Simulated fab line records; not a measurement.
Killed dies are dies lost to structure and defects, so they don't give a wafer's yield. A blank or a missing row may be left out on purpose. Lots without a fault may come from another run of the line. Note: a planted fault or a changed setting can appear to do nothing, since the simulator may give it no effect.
Comparing a struck lot with a sound one	flow n5-finfet	14 steps out of a route of 1938
Sound: these wafers, L728.1, L728.3, L728.5. The struck wafers were L714.1, L714.3. At the end, the cause is stated.
Each step with rows lists, per side, the tool, then ch with its chambers, then its first start. Under that, the readings that differ: sound wafers	struck wafers	difference of the means	sigmas: that difference in standard deviations of wafers without a fault.
alike: readings whose means differ by less than 2 such deviations, and words and numbers that are the same on both sides. not compared: withheld readings, readings that some wafer has no value for, bounds like >300 that may hide the same value, and numbers for which the record gives no deviation and whose values overlap.
A row with sigmas, a row that says differs or no value, or rows on one side alone: a step with any of these is where the two part. Numbers that don't overlap but have no deviation are shown without sigmas and don't part them. A reading missing from all wafers of one side parts the sides only when that side holds two or more wafers.

first, 9 steps without rows for these wafers: N5_BEOL_M0_CUTY_DEVELOP_56 (develop time 30 s); N5_BEOL_M0_CUTY_DESCUM_61 (chemistry O2, time 7.9 s); N5_BEOL_M0_CUTY_ETCH_62 (etches SiARC in CF4, time 58.5 s); N5_BEOL_M0_CUTY_ETCH_63 (etches SOC in N2/H2, target depth 82.7 nm, overetch 16.5 nm, time 124 s); N5_BEOL_M0_CUTY_STRIP_64 (strips in N2/H2); N5_BEOL_M0_ETCH_138 (etches SiCN in CH3F/O2, target depth 12 nm, time 31.6 s); N5_BEOL_M0_HM_OPEN_105 (chemistry Cl2/BCl3, target TiN, target depth 12 nm); N5_BEOL_M0_STRIP_140 (strips in CF4); N5_BEOL_M0_STRIP_104 (strips in N2/H2).
N5_BEOL_M0_WET_ETCH_106: etches SiO2 in DHF, target depth 130 nm, rinse time 30 s.
  sound on wet-bench-04 ch 1,3,4, day 11 19:54; struck on wet-bench-02 ch 0,3, day 7 23:52
  no value came back on the struck wafers for bath-heat-duty-pct (%), rinse-temp-c (C), temp-c (C); on the sound wafers bath-heat-duty-pct (%) reads 5.5 7.6 6.8
reading	sound	struck	difference	sigmas
model.SiO2_of_BEOL_M0_SAQP_ALD_48.thk-nm (nm)	0 0 0	11.2 11.4	+11.3	
N5_BEOL_M0_ETCH_128: etches SiCN in CF4/N2, target depth 12 nm, overetch 5.1 nm, time 21.4 s.
  sound on rie-diel-02 ch 1,2, day 11 20:13; struck on rie-diel-03 ch 0,3, day 7 23:55
reading	sound	struck	difference	sigmas
drypump-motor-current-A (A)	6.7 5.5 6.6	5.2 5.4	-1.0	-2
model.etch.depth-nm (nm)	8.422 8.506 8.695	11.16 11.3	+2.69	
  alike: bias-w, cf4-flow-sccm, oes-product-au, rf-vpp-V, showerhead-plenum-p-Torr, throttle-valve-pct
  not compared: rf-hours-counter-h
then, 1 step without rows for these wafers: N5_BEOL_M0_TRENCH_ETCH_107 (etches SiOC in C4F6/O2, target depth 32.8 nm, time 16.4 s).
N5_BEOL_M4_RC_MEAS_101:
  the record has rows for the sound wafers here (prober-01 ch 0, day 14 15:42) and none for the struck ones
next, for these wafers, 1 step has no rows: N5_PASSIVATION_PROBE_49.

## WHERE THEY PART
Earliest at N5_BEOL_M0_WET_ETCH_106; latest, in this record, at N5_BEOL_M4_RC_MEAS_101.

WHY: what the simulator had put in
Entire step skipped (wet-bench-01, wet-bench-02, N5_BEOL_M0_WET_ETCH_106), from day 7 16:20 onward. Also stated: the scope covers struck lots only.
